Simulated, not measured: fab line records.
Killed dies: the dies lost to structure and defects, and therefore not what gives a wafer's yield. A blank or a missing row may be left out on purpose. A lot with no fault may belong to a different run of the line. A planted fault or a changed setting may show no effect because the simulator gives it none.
Matching of chambers -- flow nand_harc -- NHARC_A_CHANNEL_FILL_D1_ALD_25 on ald_hk-01: 4 sister chambers
The step deposits SiOx, target thk 60 nm, pulse time 10 s, ald cycles 600. 7 wafers are shown with their chamber, then 7 later ones without.

## WAFERS WITH THEIR CHAMBER
wafer,chamber,heater_power_w (W),precursor_pulse_height_rel
L082.1,1,492,1.046
L082.5,0,514,1.016
L087.1,3,453,0.995
L087.4,2,511,0.994
L087.6,2,511,0.996
L088.1,3,445,0.984
L088.2,0,506,0.997

## WAFERS WHOSE CHAMBER IS MISSING
wafer,heater_power_w (W),precursor_pulse_height_rel
L088.3,504,1.030
L091.1,444,0.985
L091.3,499,0.991
L091.5,470,1.020
L096.2,447,1.040
L096.3,510,1.003
L096.5,508,0.994

## WHICH CHAMBER EACH ONE RAN IN
wafer,from the rows above,in truth
L088.3,can't be placed: 0 or 1 or 2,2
L091.1,3,3
L091.3,can't be placed: 2 or 0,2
L091.5,can't be placed: 1 or 3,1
L096.2,3,3
L096.3,can't be placed: 0 or 2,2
L096.5,can't be placed: 2 or 0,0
Correct placement for 2 of the 7. Not placeable from these rows: 5 (in 5, the candidates include the true chamber). Placed wrongly: 0.
How it was worked out, from the rows above alone: a wafer's distance from a chamber is the root of the sum, over the readings, of the square of ((its reading less the chamber's mean) divided by the reading's scatter). The wafer belongs to the nearest chamber; if the next one is less than 2 further off, it can't be placed. For every chamber, the mean is computed from those of its wafers that are shown. How the scatter is found: for the shown wafers, subtract from each reading the mean of its chamber, square and add these, divide the total by (wafers less chambers), then take the root.
